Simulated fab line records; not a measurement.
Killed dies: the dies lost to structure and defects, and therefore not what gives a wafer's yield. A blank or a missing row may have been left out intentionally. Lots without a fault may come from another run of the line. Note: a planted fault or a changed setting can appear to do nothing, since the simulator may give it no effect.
Check of tool commonality -- flow nand_harc -- Sample size 11 lots and 33 wafers

## WHY THIS WAS OPENED
Flagged at NHARC_P_M2_INSPECT_11: reading raw_defect_count, on 2 of 11 lots. Fault-free wafers read 4.8, with a standard deviation of 2.6.
Rule: a lot is flagged in two cases, either no wafer of it has a number, or all its wafers with numbers fall more than 4 standard deviations from that mean. The other lots count as sound.

lot,measured,on,"raw_defect_count, wafer by wafer",flag
L762,day 6 23:59,defect_inspect-01,8 4 6,
L764,day 7 15:12,defect_inspect-02,4 5 6,
L765,day 8 06:45,defect_inspect-01,977 1004 1038,FLAGGED
L767,day 9 05:29,defect_inspect-01,4 3 4,
L768,day 9 05:31,defect_inspect-02,1042 1049 1044,FLAGGED
L776,day 12 18:48,defect_inspect-01,1 6 2,
L775,day 12 19:52,defect_inspect-02,1 6 5,
L778,day 13 20:49,defect_inspect-02,8 6 4,
L779,day 13 21:38,defect_inspect-02,9 5 7,
L780,day 14 08:11,defect_inspect-02,9 6 1,
L783,day 15 17:17,defect_inspect-01,7 5 4,
On average the flagged lots read 1025.7, which is +1020.9 against the usual, or +99 or more standard deviations.

## WHICH TOOL EACH LOT WENT THROUGH
The record keeps 1 process step preceding the reading, out of 1302 steps on the route. Each cell gives the tool, then ch followed by the chambers the sampled wafers passed through, then the start.
lot,flag,NHARC_P_M1_DEP_33
L762,,"pecvd-04 ch 0,1,2, day 6 22:47"
L764,,"pecvd-01 ch 0,1,2, day 7 13:58"
L765,FLAGGED,"pecvd-01 ch 0,2, day 8 05:28"
L767,,"pecvd-04 ch 0,1,2, day 9 03:14"
L768,FLAGGED,"pecvd-01 ch 1,2, day 9 04:03"
L776,,"pecvd-01 ch 0,1, day 12 17:25"
L775,,"pecvd-04 ch 0,1,2, day 12 18:30"
L778,,"pecvd-03 ch 0,1,2, day 13 19:26"
L779,,"pecvd-04 ch 0,2, day 13 20:16"
L780,,"pecvd-04 ch 1,2, day 14 06:51"
L783,,"pecvd-01 ch 0,1, day 15 15:54"
What is done by these steps:
- NHARC_P_M1_DEP_33: deposits SiCN, target thk 30 nm.
- NHARC_P_M2_INSPECT_11

## FLAGGED OVER TOTAL, TOOL BY TOOL (the gauges that took the reading come last)
step,tool,lots run,flagged,share of the flagged lots,sound lots run after its first flagged lot
NHARC_P_M1_DEP_33,pecvd-01,5,2,all,"2 (L776,L783)"
NHARC_P_M1_DEP_33,pecvd-03,1,0,none,-
NHARC_P_M1_DEP_33,pecvd-04,5,0,none,-
NHARC_P_M2_INSPECT_11,defect_inspect-01,5,1,some,"3 (L767,L776,L783)"
NHARC_P_M2_INSPECT_11,defect_inspect-02,6,1,some,"4 (L775,L778,L779,L780)"

## WHAT IS ALLOWED BY THE TABLE
All flagged lots share 1 row of the table, namely pecvd-01 at NHARC_P_M1_DEP_33.
- pecvd-01 at NHARC_P_M1_DEP_33 ran 5 lots, 2 of them flagged. After the first flagged lot (L776, L783), sound lots still ran on it; a lasting fault on the whole tool would not permit that.
None of the table's rows ran every flagged lot and, after the first, no sound lot.

## WHAT THE SIMULATOR HAD PUT IN
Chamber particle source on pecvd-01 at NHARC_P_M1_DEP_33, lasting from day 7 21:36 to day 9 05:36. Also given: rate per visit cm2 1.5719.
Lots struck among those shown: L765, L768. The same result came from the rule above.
